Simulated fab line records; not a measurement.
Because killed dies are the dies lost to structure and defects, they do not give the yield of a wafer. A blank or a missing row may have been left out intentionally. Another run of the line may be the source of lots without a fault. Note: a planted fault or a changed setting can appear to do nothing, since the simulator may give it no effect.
Problem report, 8D (eight disciplines) form, completed by code | flow n5_finfet | the parts of the form that need people (team, actions taken, sign-off) are left out

== 1. THE PROBLEM ==
Wafers without a fault read 1500.0 rpm, standard deviation 0.95; spin_speed_rpm at N5_BEOL_M11_COAT_60 reads a mean of 1412.7 rpm on 6 wafers belonging to 2 lots. That is -92 standard deviations from the usual mean.
The step: time 60 s, resist thk 30 nm.
Earliest sighting: wafer L973.1 on litho_track-02 at day 13 04:17. Wafers with a number at this step in the record: 12, from 4 lots. By rule, "out" or "out of limits" means more than 4 standard deviations away from the usual mean. Any other wafer with a number is counted as sound.

== 2. WHAT IT IS; WHAT IT IS NOT ==
question                    | is                     | is not
which readings at this step | spin_speed_rpm         | -
which lots                  | L973, L976             | L972, L988
which wafers of those lots  | all that have a number | -
read on which tools         | litho_track-02         | litho_track-01
when                        | from day 13 04:17      | up to then (3 sound wafers); but 3 sound wafers of L988 came after

== 3. THE SUSPECTS, EACH WITH WHAT RULES IT OUT ==
Counting: a tool at a process step up to the reading stays a suspect if it ran every lot that is out and no sound lot after the first of them.
- litho_track-02 at N5_BEOL_M11_COAT_60 (time 60 s, resist thk 30 nm): ruled out as a lasting fault. After its first lot that is out, L973 (day 13 04:17), sound lots L988 ran on it.
Left after counting: nothing in the record.

== 4. THE CAUSE (what the simulator had put in) ==
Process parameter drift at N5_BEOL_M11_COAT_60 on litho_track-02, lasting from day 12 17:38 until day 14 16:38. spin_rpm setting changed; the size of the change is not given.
Counting ruled it out, wrongly.

== 5. SEQUENCE OF EFFECTS, ordered by route ==
One row per reading whose mean, taken over the struck wafers that have a number, lies over 3 standard deviations from the usual. Only readings for which the record gives a usual standard deviation are gone through. hours: the time from each lot's start at the first step in this table that gives one to its start at this step, as a median over the lots. sigmas: the change in usual standard deviations.
hours | step                | reading        | usual      | on struck wafers | change | sigmas
0     | N5_BEOL_M11_COAT_60 | spin_speed_rpm | 1500.0 rpm | 1412.7           | -87.3  | -92
It contains these process steps:
- N5_BEOL_M11_COAT_60: time 60 s, resist thk 30 nm.

== 6. WHAT WOULD HAVE CAUGHT IT SOONER ==
In this record no reading fell out of limits until day 13 04:17, 11 hours after the fault had begun at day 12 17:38.
